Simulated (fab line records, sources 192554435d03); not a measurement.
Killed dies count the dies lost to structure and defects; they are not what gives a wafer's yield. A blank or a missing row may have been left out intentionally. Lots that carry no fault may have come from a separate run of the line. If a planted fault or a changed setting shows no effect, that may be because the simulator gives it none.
Chamber matching :: flow n5 finfet :: N5_BEOL_M15_ILD_DEP_00 on pecvd-01: 3 sister chambers
The step deposits SiO2 from TEOS/O2, target thk 1629.3 nm, time 346.1 s. 6 wafers are shown with their chamber, then 9 later ones without.

EACH WAFER AND ITS CHAMBER
wafer: L083.3
chamber: 2
throttle valve pct (%): 18.6
showerhead plenum p Torr (Torr): 8.295

wafer: L086.3
chamber: 2
throttle valve pct (%): 18.6
showerhead plenum p Torr (Torr): 8.291

wafer: L086.5
chamber: 0
throttle valve pct (%): 18.2
showerhead plenum p Torr (Torr): 8.332

wafer: L085.3
chamber: 1
throttle valve pct (%): 20.9
showerhead plenum p Torr (Torr): 8.376

wafer: L085.4
chamber: 1
throttle valve pct (%): 21.0
showerhead plenum p Torr (Torr): 8.360

wafer: L085.5
chamber: 0
throttle valve pct (%): 18.0
showerhead plenum p Torr (Torr): 8.322

WAFERS WHOSE CHAMBER IS MISSING
wafer: L088.1
throttle valve pct (%): 21.2
showerhead plenum p Torr (Torr): 8.359

wafer: L088.3
throttle valve pct (%): 18.4
showerhead plenum p Torr (Torr): 8.296

wafer: L088.4
throttle valve pct (%): 18.0
showerhead plenum p Torr (Torr): 8.330

wafer: L087.3
throttle valve pct (%): 18.2
showerhead plenum p Torr (Torr): 8.311

wafer: L087.4
throttle valve pct (%): 18.1
showerhead plenum p Torr (Torr): 8.345

wafer: L087.6
throttle valve pct (%): 18.6
showerhead plenum p Torr (Torr): 8.284

wafer: L096.3
throttle valve pct (%): 17.0
showerhead plenum p Torr (Torr): 8.365

wafer: L096.5
throttle valve pct (%): 18.5
showerhead plenum p Torr (Torr): 8.296

wafer: L096.6
throttle valve pct (%): 17.1
showerhead plenum p Torr (Torr): 8.364

CHAMBER TAKEN BY EACH
wafer: L088.1
from the rows above: 1
in truth: 1

wafer: L088.3
from the rows above: 2
in truth: 2

wafer: L088.4
from the rows above: 0
in truth: 0

wafer: L087.3
from the rows above: 0
in truth: 0

wafer: L087.4
from the rows above: 0
in truth: 0

wafer: L087.6
from the rows above: 2
in truth: 2

wafer: L096.3
from the rows above: 0
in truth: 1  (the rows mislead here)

wafer: L096.5
from the rows above: 2
in truth: 2

wafer: L096.6
from the rows above: 0
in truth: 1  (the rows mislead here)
Correctly placed: 7 of 9. Number that these rows cannot place: 0. Wrongly placed: 2.
How it was worked out, from the rows above alone: a wafer's distance from a chamber is the root of the sum, over the readings, of the square of ((its reading less the chamber's mean) divided by the reading's scatter). If the next closest chamber is less than 2 further off than the closest, the wafer can't be placed; otherwise it belongs to the closest. The mean given for a chamber averages the wafers shown for that chamber. The scatter: the root of (the sum of the squares of (reading less its chamber's mean) over the shown wafers, divided by (wafers less chambers)).
